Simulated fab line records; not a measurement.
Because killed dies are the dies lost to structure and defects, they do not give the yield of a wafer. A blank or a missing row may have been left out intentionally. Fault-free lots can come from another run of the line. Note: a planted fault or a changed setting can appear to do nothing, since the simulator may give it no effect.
fab line records	flow n5-finfet	part 1 of 2: steps 1 to 4 of 6
record: lots: 24	wafers: 72	last-day: 18
route steps=1938 shown BEOL_M1@829 BEOL_M2@856
lots that met no fault: taken from a fault-free run of the same line
start-h: the number of hours between the record's first day and the start of the first shown wafer of the lot	wait-h: hours since the lot's step before	" same as the row above	L1.1+2: one row covering several wafers at once	- value missing, or start not given	* or withheld: withheld	< > ~ a bound
route shown NAME@n: NAME is a module with steps in the file, n the number in the route of the first one	usual: mean and standard deviation over wafers with no fault	same: alike in all rows	chamber/n: place in a boat	sites: readings site by site	_std_site: standard deviation of those values	_edge_site: inner sites' mean taken away from outer sites' mean	radius-mm: for every site, how far away it sits from the centre of the wafer	mask NAME#n: copy n	behind: the tool/chamber that last shaped the wafer	hold: reason for holding the lot/hours on hold/outcome of the hold	device: the transistor (n, p or np) that didn't switch	end of line: tests of these same wafers at the route's end	where a step has no rows: the recipe by itself	killed: dies that structure and defects cost at the first sort, which is not the same as the wafer's yield	map: per-die view of a wafer (x killed, . not killed, _ where there is no die)
set.NAME: the run value of the setting; set.NAME@STEP: its run value at that earlier step	model.NAME: the simulator's own value behind a step, which no gauge read
one table for each step of the route and one row for each wafer, over a sample of lots
services: the hour from which a tool's chamber was out of use, counted from the record's first day as start-h (under 0 if before that day), plus the number of hours and why
== steps ==
step: N5_BEOL_M1_ANNEAL_95
recipe: temp-c: 400	time-s: 240	ambient: vacuum
usual: heater-power-w: 823/58	susceptor-temp-C: 399.99/0.22
lot.wafer	tool	chamber	start-h	wait-h	heater-power-w	susceptor-temp-C
L074.3	pvd-sputter-02	-	127.78	0.0	841	399.76
L074.4	"	-	"	"	838	400.05
L074.5	"	-	"	"	840	399.77
L076.2	pvd-sputter-01	-	159.02	0.0	890	400.43
L076.4	"	-	"	"	690	400.00
L076.5	"	-	"	"	903	400.41
L075.3	pvd-sputter-02	-	159.33	0.0	869	400.28
L075.4	"	-	"	"	832	399.91
L075.6	"	-	"	"	827	400.37
L078.1	pvd-sputter-03	-	163.78	0.0	847	400.04
L078.2	"	-	"	"	882	400.20
L078.4	"	-	"	"	736	399.92
L077.4	pvd-sputter-02	-	166.05	0.0	832	400.18
L077.5	"	-	"	"	887	400.12
L077.6	"	-	"	"	818	400.12
L079.1	pvd-sputter-02	-	167.89	0.0	825	400.10
L079.5	"	-	"	"	852	400.47
L079.6	"	-	"	"	802	399.79
L081.2	pvd-sputter-03	-	170.52	0.0	850	400.11
L081.4	"	-	"	"	855	400.13
L081.6	"	-	"	"	837	400.11
L080.2	pvd-sputter-01	-	170.81	0.0	801	399.74
L080.5	"	-	"	"	875	399.73
L080.6	"	-	"	"	819	400.12
L082.2	pvd-sputter-03	-	193.28	0.0	841	400.01
L082.3	"	-	"	"	864	400.07
L082.4	"	-	"	"	735	400.35
L083.1	pvd-sputter-03	-	196.14	0.0	728	400.02
L083.2	"	-	"	"	838	399.91
L083.5	"	-	"	"	861	400.03
L084.1	pvd-sputter-02	-	196.75	0.0	816	399.92
L084.4	"	-	"	"	864	400.02
L084.5	"	-	"	"	800	400.09
L085.2	pvd-sputter-01	-	202.24	0.0	801	400.15
L085.4	"	-	"	"	837	399.71
L085.5	"	-	"	"	907	399.70
L086.3	pvd-sputter-03	-	207.06	0.0	725	400.01
L086.4	"	-	"	"	850	399.85
L086.5	"	-	"	"	876	399.93
L087.2	pvd-sputter-01	-	210.16	0.0	848	399.91
L087.4	"	-	"	"	790	399.82
L087.5	"	-	"	"	848	400.00
L088.1	pvd-sputter-02	-	210.22	0.0	836	400.15
L088.2	"	-	"	"	839	399.81
L088.3	"	-	"	"	875	399.91
L089.4	pvd-sputter-02	-	219.52	0.0	815	400.19
L089.5	"	-	"	"	807	400.07
L089.6	"	-	"	"	840	400.29
L090.2	pvd-sputter-01	-	228.12	0.0	852	399.80
L090.3	"	-	"	"	683	400.39
L090.6	"	-	"	"	672	399.89
L091.1	pvd-sputter-01	-	233.64	0.0	682	399.79
L091.3	"	-	"	"	814	399.82
L091.6	"	-	"	"	684	399.67
L092.1	pvd-sputter-03	-	242.03	0.0	858	400.17
L092.4	"	-	"	"	731	400.21
L092.5	"	-	"	"	870	399.88
L093.2	pvd-sputter-02	-	245.24	0.0	837	400.20
L093.3	"	-	"	"	860	399.72
L093.6	"	-	"	"	818	399.85
L094.1	pvd-sputter-01	-	268.54	0.0	850	400.33
L094.4	"	-	"	"	788	399.84
L094.5	"	-	"	"	842	399.93
L095.1	pvd-sputter-01	-	277.05	0.0	810	400.23
L095.3	"	-	"	"	874	399.40
L095.5	"	-	"	"	680	399.59
L096.1	pvd-sputter-02	-	278.41	0.0	880	400.02
L096.3	"	-	"	"	835	399.38
L096.6	"	-	"	"	856	399.54
L097.2	pvd-sputter-03	-	278.74	0.0	855	400.36
L097.3	"	-	"	"	879	399.76
L097.5	"	-	"	"	728	400.22
step: N5_BEOL_M1_CMP_52
recipe: stop-on: SiOC	t-overpolish-s: 6.8	down-force-psi: 1	platen-rpm: 50	clearing-platen-down-force-psi: 1.5	clearing-platen-rpm: 50	post-cmp-clean: cu-alkaline	target-thk-nm: 40	clearing-platen-pad-velocity-m-s: 0.99484	pad-velocity-m-s: 0.99484
usual: barrier-field-endpoint-s: 24.8/0.69	clearing-platen-down-force-psi: 1.500/0.0032	head-pressure-psi: 1.0001/0.0023	motor-current-A: 5.9/0.47	overpolish-run-s: 6.801/0.0075	time-to-endpoint-s: 63/3.4
lot.wafer	tool	chamber	start-h	wait-h	barrier-field-endpoint-s	clearing-platen-down-force-psi	head-pressure-psi	motor-current-A	overpolish-run-s	time-to-endpoint-s
L074.4	cmp-04	0	128.49	0.1	24.5	1.500	0.9981	5.7	6.796	63
L074.3	"	1	"	"	23.6	1.495	0.9999	6.1	6.808	59
L074.5	"	0	"	"	24.1	1.501	1.0015	5.8	6.810	64
L076.2	cmp-02	2	159.69	0.2	24.7	1.498	0.9978	6.3	6.801	66
L076.4	"	3	"	"	23.9	1.499	0.9970	4.8	6.796	65
L076.5	"	1	"	"	25.7	1.496	0.9994	6.3	6.799	67
L075.4	cmp-02	2	160.14	0.3	25.6	1.505	0.9964	6.3	6.790	62
L075.3	"	0	"	"	24.9	1.499	1.0021	5.2	6.813	67
L075.6	"	1	"	"	24.8	1.494	0.9992	6.4	6.800	62
L078.1	cmp-04	0	164.41	0.3	24.1	1.500	0.9998	6.2	6.795	62
L078.4	"	2	"	"	25.6	1.502	0.9980	6.1	6.802	63
L078.2	"	3	"	"	25.5	1.505	1.0036	5.8	6.812	66
L077.4	cmp-02	3	166.80	0.2	24.4	1.496	1.0012	4.6	6.800	64
L077.6	"	0	"	"	25.0	1.500	1.0019	5.7	6.812	62
L077.5	"	1	"	"	24.5	1.496	1.0008	6.2	6.800	64
L079.1	cmp-03	2	168.87	0.6	24.7	1.501	1.0044	6.4	6.811	65
L079.5	"	2	"	"	25.2	1.499	1.0036	6.8	6.806	61
L079.6	"	3	"	"	24.7	1.500	0.9975	5.6	6.790	61
L081.4	cmp-03	0	171.22	0.2	25.2	1.501	1.0039	5.8	6.800	63
L081.2	"	1	"	"	25.0	1.502	1.0022	6.2	6.811	68
L081.6	"	2	"	"	25.1	1.502	0.9997	6.6	6.795	61
L080.2	cmp-04	3	171.52	0.3	24.5	1.502	0.9987	6.1	6.810	63
L080.5	"	1	"	"	24.2	1.494	0.9972	6.1	6.805	56
L080.6	"	2	"	"	24.9	1.502	0.9969	6.5	6.797	64
L082.3	cmp-02	0	194.07	0.2	24.2	1.497	0.9994	5.3	6.801	63
L082.4	"	1	"	"	24.3	1.496	0.9980	6.6	6.796	62
L082.2	"	3	"	"	24.2	1.502	1.0007	4.6	6.798	60
L083.1	cmp-02	1	196.77	0.3	24.5	1.503	1.0020	6.5	6.798	58
L083.2	"	2	"	"	24.3	1.502	0.9992	6.2	6.786	61
L083.5	"	1	"	"	24.7	1.504	0.9984	6.6	6.801	62
L084.4	cmp-04	2	197.48	0.2	24.7	1.499	1.0005	6.4	6.800	68
L084.1	"	3	"	"	24.0	1.503	0.9982	5.6	6.798	66
L084.5	"	1	"	"	23.3	1.501	1.0018	6.0	6.795	56
L085.2	cmp-02	1	202.91	0.2	24.6	1.502	1.0020	6.3	6.801	64
L085.4	"	2	"	"	24.3	1.499	1.0025	6.3	6.801	66
L085.5	"	1	"	"	25.3	1.501	0.9980	6.4	6.801	69
L086.4	cmp-04	2	207.69	0.1	26.7	1.495	0.9984	6.4	6.798	68
L086.3	"	3	"	"	25.1	1.498	1.0016	5.9	6.795	68
L086.5	"	2	"	"	26.0	1.498	0.9988	6.5	6.799	66
L087.4	cmp-04	0	211.48	0.2	24.6	1.498	0.9998	5.8	6.786	63
L087.2	"	1	"	"	24.0	1.497	1.0065	6.1	6.805	58
L087.5	"	0	"	"	25.0	1.498	1.0031	5.7	6.813	62
L088.2	cmp-04	1	212.18	0.6	24.2	1.503	0.9986	5.6	6.803	59
L088.3	"	2	"	"	25.7	1.497	1.0034	6.4	6.803	66
L088.1	"	3	"	"	25.5	1.500	1.0017	6.2	6.803	66
L089.4	cmp-03	3	220.19	0.2	25.0	1.503	0.9970	5.8	6.793	65
L089.5	"	2	"	"	25.8	1.505	1.0006	6.4	6.792	63
L089.6	"	3	"	"	25.2	1.498	1.0005	5.7	6.790	65
L090.3	cmp-03	3	228.76	0.2	24.1	1.496	0.9995	5.6	6.798	62
L090.2	"	0	"	"	24.6	1.502	0.9976	6.1	6.817	62
L090.6	"	0	"	"	24.9	1.499	0.9979	5.8	6.800	64
L091.3	cmp-04	0	234.27	0.2	24.4	1.499	0.9990	5.7	6.803	64
L091.1	"	2	"	"	24.3	1.501	1.0036	6.0	6.806	65
L091.6	"	1	"	"	23.4	1.503	1.0004	5.7	6.794	57
L092.4	cmp-04	1	242.66	0.1	24.2	1.499	0.9994	5.8	6.816	61
L092.1	"	0	"	"	24.8	1.499	0.9956	5.9	6.812	62
L092.5	"	2	"	"	25.6	1.503	0.9994	6.4	6.818	67
L093.3	cmp-04	0	246.21	0.2	25.2	1.494	1.0027	6.1	6.796	65
L093.2	"	1	"	"	24.2	1.497	1.0035	6.0	6.817	60
L093.6	"	3	"	"	25.7	1.498	0.9976	6.2	6.789	68
L094.4	cmp-02	0	269.22	0.2	24.9	1.504	0.9996	5.4	6.803	66
L094.1	"	2	"	"	24.0	1.500	1.0055	6.3	6.808	59
L094.5	"	3	"	"	25.9	1.499	1.0018	4.7	6.802	61
L095.1	cmp-02	3	277.76	0.3	24.1	1.496	1.0027	5.0	6.797	60
L095.3	"	0	"	"	24.2	1.492	1.0023	5.4	6.807	61
L095.5	"	1	"	"	25.0	1.502	1.0001	6.3	6.803	64
L096.1	cmp-02	2	279.12	0.3	24.6	1.502	1.0003	5.9	6.791	63
L096.3	"	3	"	"	24.0	1.508	0.9997	5.0	6.810	62
L096.6	"	0	"	"	25.9	1.506	0.9983	5.5	6.809	66
L097.3	cmp-03	1	279.41	0.2	25.6	1.499	1.0010	6.2	6.823	68
L097.2	"	3	"	"	25.6	1.498	1.0009	5.6	6.805	63
L097.5	"	0	"	"	25.5	1.503	0.9955	6.0	6.793	67
step: N5_BEOL_M1_DEP_57
recipe: material: SiCN	target-thk-a: 80	temp-c: withheld	precursor: 3MS/NH3	pressure-torr: 3	rf-w: 202	time-s: 14
usual: showerhead-plenum-p-Torr: 3.660/0.01	throttle-valve-pct: 9.0/0.6
lot.wafer	tool	chamber	start-h	wait-h	showerhead-plenum-p-Torr	throttle-valve-pct
L074.3	pecvd-02	0	129.03	0.0	3.646	8.8
L074.4	"	2	"	"	3.671	9.2
L074.5	"	1	"	"	3.668	9.1
L076.2	pecvd-01	1	160.14	0.0	3.661	9.8
L076.4	"	0	"	"	3.650	10.3
L076.5	"	2	"	"	3.655	8.2
L075.3	pecvd-04	0	160.59	0.0	3.672	8.3
L075.4	"	0	"	"	3.670	8.5
L075.6	"	1	"	"	3.652	8.8
L078.1	pecvd-01	0	164.95	0.0	3.651	10.5
L078.2	"	1	"	"	3.664	10.3
L078.4	"	1	"	"	3.667	9.9
L077.4	pecvd-02	2	167.24	0.0	3.670	8.8
L077.5	"	0	"	"	3.646	8.9
L077.6	"	1	"	"	3.666	8.8
L079.1	pecvd-02	2	169.44	0.0	3.669	9.1
L079.5	"	0	"	"	3.661	8.9
L079.6	"	1	"	"	3.661	9.3
L081.2	pecvd-04	1	171.64	0.0	3.644	8.8
L081.4	"	2	"	"	3.651	8.5
L081.6	"	0	"	"	3.678	8.5
L080.2	pecvd-02	2	171.93	0.0	3.671	9.0
L080.5	"	0	"	"	3.658	9.0
L080.6	"	1	"	"	3.660	9.1
L082.2	pecvd-01	0	194.65	0.0	3.659	10.3
L082.3	"	2	"	"	3.657	8.7
L082.4	"	2	"	"	3.664	8.4
L083.1	pecvd-02	2	197.26	0.0	3.680	9.2
L083.2	"	1	"	"	3.671	9.1
L083.5	"	0	"	"	3.666	8.7
L084.1	pecvd-02	2	197.89	0.0	3.675	9.0
L084.4	"	2	"	"	3.680	8.8
L084.5	"	0	"	"	3.644	9.0
L085.2	pecvd-02	1	203.37	0.0	3.670	9.0
L085.4	"	1	"	"	3.661	8.9
L085.5	"	0	"	"	3.646	8.9
L086.3	pecvd-04	2	208.18	0.0	3.648	8.7
L086.4	"	2	"	"	3.654	8.5
L086.5	"	1	"	"	3.648	9.0
L087.2	pecvd-04	1	211.93	0.0	3.657	8.9
L087.4	"	1	"	"	3.657	9.0
L087.5	"	0	"	"	3.669	8.3
L088.1	pecvd-04	0	212.67	0.0	3.669	8.3
L088.2	"	1	"	"	3.644	8.7
L088.3	"	2	"	"	3.651	9.0
L089.4	pecvd-01	1	220.66	0.0	3.669	9.8
L089.5	"	0	"	"	3.638	10.5
L089.6	"	2	"	"	3.652	8.5
L090.2	pecvd-01	1	229.29	0.0	3.668	10.3
L090.3	"	0	"	"	3.645	10.2
L090.6	"	1	"	"	3.663	10.2
L091.1	pecvd-02	2	234.76	0.0	3.671	8.2
L091.3	"	1	"	"	3.657	9.1
L091.6	"	0	"	"	3.655	8.8
L092.1	pecvd-01	0	243.15	0.0	3.645	9.8
L092.4	"	0	"	"	3.648	10.4
L092.5	"	1	"	"	3.660	10.1
L093.2	pecvd-02	0	246.62	0.0	3.645	9.1
L093.3	"	2	"	"	3.662	8.3
L093.6	"	2	"	"	3.672	8.1
L094.1	pecvd-04	1	269.68	0.0	3.658	9.0
L094.4	"	0	"	"	3.669	8.5
L094.5	"	1	"	"	3.665	8.7
L095.1	pecvd-04	1	278.17	0.0	3.651	8.6
L095.3	"	0	"	"	3.681	8.6
L095.5	"	0	"	"	3.665	8.2
L096.1	pecvd-02	0	279.53	0.0	3.651	9.2
L096.3	"	2	"	"	3.678	8.5
L096.6	"	1	"	"	3.658	9.0
L097.2	pecvd-02	1	279.86	0.0	3.664	9.3
L097.3	"	0	"	"	3.652	8.8
L097.5	"	1	"	"	3.666	8.9
step: N5_BEOL_M2_INSPECT_13
recipe: mode: adi	inspect-instrument: brightfield
usual: raw-defect-count: 416/89
lot.wafer	tool	chamber	start-h	wait-h	raw-defect-count
L074.3	defect-inspect-01	-	131.19	0.0	426
L074.4	"	-	"	"	524
L074.5	"	-	"	"	571
L076.2	defect-inspect-01	-	161.77	0.0	466
L076.4	"	-	"	"	478
L076.5	"	-	"	"	521
L075.3	defect-inspect-02	-	161.82	0.0	469
L075.4	"	-	"	"	386
L075.6	"	-	"	"	371
L078.1	defect-inspect-02	-	167.64	0.1	550
L078.2	"	-	"	"	411
L078.4	"	-	"	"	338
L077.4	defect-inspect-02	-	168.64	0.0	321
L077.5	"	-	"	"	393
L077.6	"	-	"	"	443
L079.1	defect-inspect-02	-	172.07	0.1	495
L079.5	"	-	"	"	647
L079.6	"	-	"	"	346
L081.2	defect-inspect-02	-	173.30	0.0	572
L081.4	"	-	"	"	409
L081.6	"	-	"	"	521
L080.2	defect-inspect-02	-	173.39	0.1	525
L080.5	"	-	"	"	506
L080.6	"	-	"	"	558
L082.2	defect-inspect-01	-	197.27	0.0	346
L082.3	"	-	"	"	389
L082.4	"	-	"	"	324
L083.1	defect-inspect-01	-	198.77	0.1	459
L083.2	"	-	"	"	372
L083.5	"	-	"	"	379
L084.1	defect-inspect-01	-	199.26	0.1	383
L084.4	"	-	"	"	301
L084.5	"	-	"	"	407
L085.2	defect-inspect-01	-	207.87	0.0	464
L085.4	"	-	"	"	329
L085.5	"	-	"	"	367
L086.3	defect-inspect-01	-	210.12	0.0	554
L086.4	"	-	"	"	329
L086.5	"	-	"	"	360
L087.2	defect-inspect-01	-	213.75	0.0	290
L087.4	"	-	"	"	296
L087.5	"	-	"	"	276
L088.1	defect-inspect-01	-	214.24	0.1	530
L088.2	"	-	"	"	398
L088.3	"	-	"	"	354
L089.4	defect-inspect-01	-	222.12	0.0	282
L089.5	"	-	"	"	386
L089.6	"	-	"	"	464
L090.2	defect-inspect-01	-	232.55	0.0	423
L090.3	"	-	"	"	297
L090.6	"	-	"	"	579
L091.1	defect-inspect-02	-	235.81	0.1	366
L091.3	"	-	"	"	412
L091.6	"	-	"	"	349
L092.1	defect-inspect-01	-	244.00	0.1	489
L092.4	"	-	"	"	336
L092.5	"	-	"	"	351
L093.2	defect-inspect-02	-	248.02	0.0	468
L093.3	"	-	"	"	296
L093.6	"	-	"	"	487
L094.1	defect-inspect-01	-	274.40	0.1	331
L094.4	"	-	"	"	366
L094.5	"	-	"	"	292
L095.1	defect-inspect-01	-	280.09	0.1	509
L095.3	"	-	"	"	422
L095.5	"	-	"	"	397
L096.1	defect-inspect-02	-	280.93	0.1	550
L096.3	"	-	"	"	477
L096.6	"	-	"	"	401
L097.2	defect-inspect-01	-	281.86	0.0	411
L097.3	"	-	"	"	333
L097.5	"	-	"	"	360
